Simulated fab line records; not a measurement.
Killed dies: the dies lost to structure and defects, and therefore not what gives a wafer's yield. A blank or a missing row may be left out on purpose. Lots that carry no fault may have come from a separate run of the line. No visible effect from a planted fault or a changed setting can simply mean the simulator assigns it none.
Comparing a struck lot with a sound one | flow n5Finfet | 23 steps out of a route of 1938
Sound: these wafers, L334.1, L334.4, L334.6. Wafers L325.3, L325.4, L325.6 were the ones struck. The cause is named last.
Each step with rows lists, per side, the tool, then ch with its chambers, then its first start. Under that, the readings that differ: sound wafers | struck wafers | difference of the means | sigmas: that difference in standard deviations of wafers without a fault.
alike: readings whose means differ by less than 2 such deviations, and words and numbers that are the same on both sides. not compared: withheld readings, readings that some wafer has no value for, bounds like >300 that may hide the same value, and numbers for which the record gives no deviation and whose values overlap.
A row with sigmas, a row that says differs or no value, or rows on one side alone: a step with any of these is where the two part. Numbers that don't overlap but have no deviation are shown without sigmas and don't part them. Lack of a reading on every wafer of one side parts them only where that side has two or more wafers.

first, 9 steps without rows for these wafers: N5_DUMMY_GATE_EXPOSE_12 (exposes mask GATE, target cd 25 nm); N5_DUMMY_GATE_PEB_13 (peb time 60 s); N5_DUMMY_GATE_DEVELOP_14 (develop time 30 s); N5_DUMMY_GATE_DESCUM_20 (chemistry O2, time 6.2 s); N5_DUMMY_GATE_ETCH_29 (etches underlayer in N2/H2, target depth 13 nm); N5_DUMMY_GATE_ETCH_36 (etches SiARC in CF4, target depth 13 nm); N5_DUMMY_GATE_ETCH_37 (etches SOC in N2/H2, target depth 60 nm, overetch 30 nm); N5_DUMMY_GATE_STRIP_38 (strips in N2/H2); N5_DUMMY_GATE_STRIP_39 (strips in N2/H2).
N5_DUMMY_GATE_TRIM_49: chemistry O2, time 29 s, target cd 14 nm.
  sound on rieSi-04 ch 0,1, day 7 23:58; struck on rieSi-04 ch 2,3, day 5 16:02
  no value came back on the struck wafers for any of 6 readings (O2_flow_sccm (sccm), biasPowerW (W) and others); on the sound wafers O2_flow_sccm (sccm) reads 99.8 99.7 100.0
reading                    | sound          | struck   | difference | sigmas
model.DUMMY_GATE.cdNm (nm) | 14.2 14.4 14.2 | 23 23 23 | +9         | 
  not compared: rfHoursCounterH
then, 1 step without rows for these wafers: N5_DUMMY_GATE_STRIP_40 (strips in CF4).
N5_DUMMY_GATE_CD_MEAS_50: the cd target is 14 nm.
  struck on cdSem-01, day 5 16:11; sound on cdSem-03, day 8 00:07
reading   | sound             | struck            | difference | sigmas
cdNm (nm) | 13.82 14.39 14.31 | 22.83 23.03 23.12 | +8.82      | +30
then, 6 steps without rows for these wafers: N5_DUMMY_GATE_ETCH_31 (etches SiO2 in C4F6/O2, target depth 82.5 nm, time 27.5 s); N5_DUMMY_GATE_STRIP_41 (strips in O2); N5_DUMMY_GATE_HM_OPEN_21 (chemistry CH3F/O2, target SiNx, target depth 120 nm, time 171.4 s); N5_DUMMY_GATE_ETCH_32 (etches SiO2 in CF4, target depth 3.5 nm, time 3.9 s); N5_DUMMY_GATE_ETCH_23 (etches poly-Si in HBr/Cl2/O2, target depth 41 nm, time 22.3 s); N5_DUMMY_GATE_ETCH_44 (etches poly-Si in HBr/O2, stops on SiO2, target depth 127.5 nm).
N5_DUMMY_GATE_CD_MEAS_24: the cd target is 15 nm.
  struck on cdSem-01, day 5 16:41; sound on cdSem-03, day 8 00:37
reading   | sound          | struck         | difference | sigmas
cdNm (nm) | 15.4 15.7 15.1 | 24.4 24.0 24.0 | +8.7       | +26
N5_DUMMY_GATE_ETCH_42: etches SiO2 in CHF3/O2, target depth 3.5 nm, time 31 s.
  sound on rieDiel-02 ch 0,1,2, day 8 00:40; struck on rieDiel-02 ch 1,3, day 5 16:43
reading                    | sound          | struck       | difference | sigmas
model.DUMMY_GATE.cdNm (nm) | 15.4 15.8 15.4 | 24.2 24.2 24 | +8.6       | 
  alike: drypumpMotorCurrentA, oesProductAu, rfVppV, showerheadPlenumPTorr, throttleValvePct
  not compared: rfHoursCounterH
then, 1 step without rows for these wafers: N5_DUMMY_GATE_STRIP_48 (strips in N2/H2, time 20 s).
N5_BEOL_M4_RC_MEAS_101:
  the record has rows for the sound wafers here (prober-01 ch 0, day 14 22:22) and none for the struck ones
-- here the record skips 11 days between the struck wafers' starts before and after, leaving off in module BEOL_M4 and picking up in module PASSIVATION (first step shown: number 1936 of the route) --
N5_PASSIVATION_PROBE_49:
  only the struck wafers here have rows in the record (prober-01, day 17 01:14); the sound ones have none

== WHERE THEY PART ==
Earliest at N5_DUMMY_GATE_TRIM_49; latest, in this record, at N5_PASSIVATION_PROBE_49.

WHY: whatever the simulator had introduced
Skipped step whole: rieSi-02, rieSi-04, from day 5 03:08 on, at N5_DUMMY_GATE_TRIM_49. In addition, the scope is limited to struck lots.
